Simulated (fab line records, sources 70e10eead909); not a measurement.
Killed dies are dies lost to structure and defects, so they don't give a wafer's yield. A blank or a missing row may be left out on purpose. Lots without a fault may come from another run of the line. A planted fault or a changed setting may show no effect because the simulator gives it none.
A struck lot beside a sound one | flow nand_harc | 14 steps out of a route of 1159
Sound: wafers L464.3, L464.4, L464.5. Struck: wafers L471.2, L471.4, L471.5. The cause comes at the end.
At each step with rows: each side's tool, then ch and its chambers, then its first start. Under that, the readings that differ: sound wafers | struck wafers | difference of the means | sigmas: that difference in standard deviations of wafers without a fault.
alike: readings whose means differ by less than 2 such deviations, and words and numbers that are the same on both sides. not compared: withheld readings, readings that some wafer has no value for, bounds like >300 that may hide the same value, and numbers for which the record gives no deviation and whose values overlap.
The two part at a step that has a row with sigmas, a row that says differs or no value, or rows on one side only. Numbers that don't overlap but have no deviation are shown without sigmas and don't part them. A reading that every wafer of one side lacks parts them only if that side has two wafers or more.

first, 9 steps without rows for these wafers: NHARC_A_STAIRCASE_DEHYDRATE_209 (time 120 s); NHARC_A_STAIRCASE_HMDS_210 (time 30 s); NHARC_A_STAIRCASE_COAT_211; NHARC_A_STAIRCASE_SOFTBAKE_212 (time 170 s); NHARC_A_STAIRCASE_EBR_213; NHARC_A_STAIRCASE_EXPOSE_214 (exposes mask STAIR 3); NHARC_A_STAIRCASE_PEB_215 (peb time 130 s); NHARC_A_STAIRCASE_DEVELOP_216 (time 140 s); NHARC_A_STAIRCASE_HARDBAKE_218 (time 140 s).
NHARC_A_STAIRCASE_DESCUM_219: chemistry O2, time 3 s.
  sound on rie_diel-10 ch 0,2,3, day 12 08:52; struck on rie_diel-10 ch 0,1,3, day 14 21:08
  alike: drypump_motor_current_A, oes_product_au, rf_vpp_V, showerhead_plenum_p_Torr, throttle_valve_pct
  not compared: rf_hours_counter_h
NHARC_A_STAIRCASE_TRIM_220: chemistry O2, time 211.2 s.
  sound on rie_diel-10 ch 1,2,3, day 12 09:01; struck on rie_diel-10 ch 0,2, day 14 21:16
  alike: drypump_motor_current_A, oes_product_au, rf_vpp_V, showerhead_plenum_p_Torr, throttle_valve_pct
  not compared: rf_hours_counter_h
NHARC_A_STAIRCASE_ETCH_221: etches the open film in C4F8/O2, target depth 100 nm, time 40.5 s.
  sound on rie_diel-10 ch 1,3, day 12 09:10; struck on rie_diel-10 ch 0,1,3, day 14 21:26
  reading               | sound             | struck            | difference | sigmas
  oes_product_au (a.u.) | 0.929 0.933 0.937 | 0.757 0.756 0.754 | -0.177     | -12
  alike: rf_vpp_V
  not compared: rf_hours_counter_h
NHARC_A_STAIRCASE_TRIM_222: chemistry O2, time 211.2 s.
  sound on rie_diel-10 ch 2,3; struck on rie_diel-10 ch 0,1,2
  alike: drypump_motor_current_A, oes_product_au, rf_vpp_V, showerhead_plenum_p_Torr, throttle_valve_pct
  not compared: rf_hours_counter_h
-- the record jumps here: 9 days lie between the struck wafers' starts before and after (it left off in module A_STAIRCASE and takes up again in module END, whose first step shown is number 1159 of the route) --
NHARC_END_SORT_01:
  the record has rows for the struck wafers here (prober-02 ch 0, day 24 04:01) and none for the sound ones

WHERE THEY PART
First at NHARC_A_STAIRCASE_ETCH_221; last, within this record, at NHARC_END_SORT_01.

WHY: what the simulator had put in
Process parameter drift: rie_diel-10, from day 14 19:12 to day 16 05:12, at NHARC_A_STAIRCASE_ETCH_221. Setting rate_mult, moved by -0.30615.
